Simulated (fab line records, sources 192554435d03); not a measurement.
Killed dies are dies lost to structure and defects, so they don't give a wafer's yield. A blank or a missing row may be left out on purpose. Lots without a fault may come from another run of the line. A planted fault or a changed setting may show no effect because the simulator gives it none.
Split-lot experiment | flow n5_finfet | 7 lots, 21 wafers read, on a route of 1938 steps

THE SPLIT
At N5_PMOS_HMC_CHANNEL_EPI_ETCH_32 (etches BARC in N2/H2, stops on SiO2, target depth 85.8 nm, time 50.3 s), the setting bias_w was moved away from the recipe's 150 W on 6 of the 21 wafers read, by -14.9% to +13.3%. The other wafers ran this setting at the recipe's value.

The reading is taken at the split's own step.

THE READING
rf_vpp_V, in V, at N5_PMOS_HMC_CHANNEL_EPI_ETCH_32 (etches BARC in N2/H2, stops on SiO2, target depth 85.8 nm, time 50.3 s). Fault-free wafers of this fab line usually give 525.5 V, standard deviation 1.8 V.

wafer  | tool, chamber at the split | bias_w as run, W | against the recipe | rf_vpp_V, V | against lot-mates on the recipe
L074.3 | rie_diel-05, 2             | 150              | recipe             | 524.6       | -
L074.4 | rie_diel-05, 3             | 127.6            | -14.9%             | 474.4       | -51.5
L074.6 | rie_diel-05, 1             | 150              | recipe             | 527.1       | -
L082.3 | rie_diel-04, 3             | 150              | recipe             | 525.8       | -
L082.4 | rie_diel-04, 2             | 170              | +13.3%             | 570.1       | +43.6
L082.5 | rie_diel-04, 1             | 150              | recipe             | 527.2       | -
L084.2 | rie_diel-05, 0             | 150              | recipe             | 525.6       | -
L084.5 | rie_diel-05, 0             | 150              | recipe             | 529.0       | -
L084.6 | rie_diel-05, 1             | 150              | recipe             | 525.3       | -
L087.2 | rie_diel-01, 2             | 150              | recipe             | 522.5       | -
L087.3 | rie_diel-01, 0             | 150              | recipe             | 524.1       | -
L087.4 | rie_diel-01, 3             | 150              | recipe             | 521.5       | -
L089.3 | rie_diel-05, 3             | 150              | recipe             | 525.7       | -
L089.4 | rie_diel-05, 3             | 163.5            | +9.0%              | 555.8       | +30.3
L089.6 | rie_diel-05, 1             | 150              | recipe             | 525.3       | -
L096.1 | rie_diel-01, 0             | 140.6            | -6.3%              | 501.5       | -21.1
L096.2 | rie_diel-01, 1             | 140.6            | -6.3%              | 506.5       | -16.1
L096.6 | rie_diel-01, 2             | 150              | recipe             | 522.6       | -
L097.4 | rie_diel-01, 0             | 150              | recipe             | 522.8       | -
L097.5 | rie_diel-01, 1             | 150              | recipe             | 527.9       | -
L097.6 | rie_diel-01, 2             | 131.2            | -12.5%             | 479.8       | -45.5

THE FIT
A straight line over all 21 wafers: rf_vpp_V changes by +3.44 V for each +1% of bias_w; r = +0.99; the points scatter about the line by 2.1 V.
The same after taking each lot's own level away (the mean of its wafers on the recipe; 21 wafers): +3.38 V for each +1%; r = +1.00; scatter 1.9 V.
On that fit, the largest move of bias_w shifts the reading by 50 V.
The lots' own levels span 522.60 to 526.63 V, that is 2.2 times the standard deviation above.
So the lot-to-lot level changes the slope little: the two slopes agree.
Check: with one of the wafers moved furthest among these (-14.9%) left out of the fit, the line predicts -50.1 V for it against its lot-mates. It came out at -51.5 V against them.
Tool readings at the split's step, against how far the setting was moved: rf_vpp_V r = +0.99.

OTHER SPLITS ON THESE WAFERS
These wafers also went through other splits before the reading. Each is held against what the fit with the lots' levels taken away leaves over:
other split on the same wafers            | wafers away from the commonest value | r with rf_vpp_V (lot level and that fit taken away)
N5_WELL_APT_COAT_02 spin_rpm              | 6                                    | -0.50
N5_WELL_APT_PEB_06 peb_temp_c             | 8                                    | -0.26
N5_PMOS_HMC_CHANNEL_EPI_PEB_07 peb_time_s | 8                                    | -0.27

THE FILE'S OWN FIT
rf_vpp_V changes by +3.41 V for each +1% of bias_w, r = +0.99.
